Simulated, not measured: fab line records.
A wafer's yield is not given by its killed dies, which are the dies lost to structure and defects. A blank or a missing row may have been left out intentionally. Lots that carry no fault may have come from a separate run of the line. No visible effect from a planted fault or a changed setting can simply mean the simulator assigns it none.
Matching of chambers -- flow nand-harc -- 4 sister chambers for NHARC_A_STAIRCASE_TRIM_12 on rie-diel-04
The step chemistry O2, time 211.2 s. 24 wafers are shown with their chamber, then 11 later ones without.

== EACH WAFER AND ITS CHAMBER ==
wafer,chamber,drypump-motor-current-A (A),showerhead-plenum-p-Torr (Torr),oes-product-au (a.u.)
L074.4,3,6.0,3.71,0.993
L074.5,0,6.0,3.61,0.996
L074.6,3,6.0,3.71,1.007
L075.4,3,6.1,3.70,1.001
L075.5,0,5.9,3.61,1.012
L075.6,1,6.2,3.28,0.997
L077.1,0,6.0,3.61,1.012
L077.2,3,6.0,3.70,0.996
L077.6,1,6.2,3.28,0.997
L078.2,0,5.9,3.61,1.016
L078.5,1,6.2,3.28,1.007
L084.1,1,6.2,3.81,1.005
L084.2,3,6.0,3.70,0.989
L084.3,0,6.0,3.60,0.996
L087.1,1,6.1,3.80,1.003
L087.5,1,6.2,3.80,1.005
L087.6,0,6.0,3.60,1.015
L089.1,0,6.0,3.59,1.015
L089.2,3,6.1,3.69,0.998
L089.4,1,6.2,3.80,0.997
L089.3,2,5.6,3.29,1.006
L089.5,3,6.1,3.69,0.992
L089.6,0,6.0,3.59,1.007
L090.1,0,6.0,3.59,0.998

SIGNATURES (averages over the wafers above)
reading,chamber 0,chamber 1,chamber 2,chamber 3,scatter within a chamber
drypump-motor-current-A,5.978,6.186,5.600,6.043,0.0454
showerhead-plenum-p-Torr,3.6011,3.5786,3.2900,3.7000,0.153
oes-product-au,1.00744,1.00157,1.00600,0.99657,0.00678
Rule: a wafer lies at a distance from a chamber equal to the root of the sum of squares, over the readings, of (its reading less the chamber's mean, divided by the reading's scatter). If the next closest chamber is less than 2 further off than the closest, the wafer can't be placed; otherwise it belongs to the closest. The scatter is the square root of a quotient: the sum, over the shown wafers, of each reading's squared deviation from its chamber's mean, divided by wafers minus chambers.

== WAFERS WITH NO CHAMBER GIVEN ==
wafer,drypump-motor-current-A (A),showerhead-plenum-p-Torr (Torr),oes-product-au (a.u.)
L090.3,5.6,3.28,1.001
L090.6,5.6,3.28,1.008
L094.1,6.1,3.79,0.989
L094.3,6.0,3.69,0.999
L094.4,6.0,3.59,1.013
L096.1,6.2,3.79,1.010
L096.3,6.0,3.59,1.017
L096.5,5.6,3.28,1.007
L096.2,5.6,3.28,1.014
L096.4,6.1,3.68,1.001
L096.6,6.2,3.79,1.005

== CHAMBER TAKEN BY EACH ==
wafer,from the rows above,in truth
L090.3,2,2
L090.6,2,2
L094.1,can't be placed: 3 or 1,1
L094.3,can't be placed: 3 or 0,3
L094.4,can't be placed: 0 or 3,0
L096.1,1,1
L096.3,can't be placed: 0 or 3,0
L096.5,2,2
L096.2,2,2
L096.4,can't be placed: 3 or 1 or 0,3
L096.6,1,1
Placed correctly: 6 of 11. Can't be placed from these rows: 5 (the true chamber is among the candidates in 5). Placed wrongly: 0.
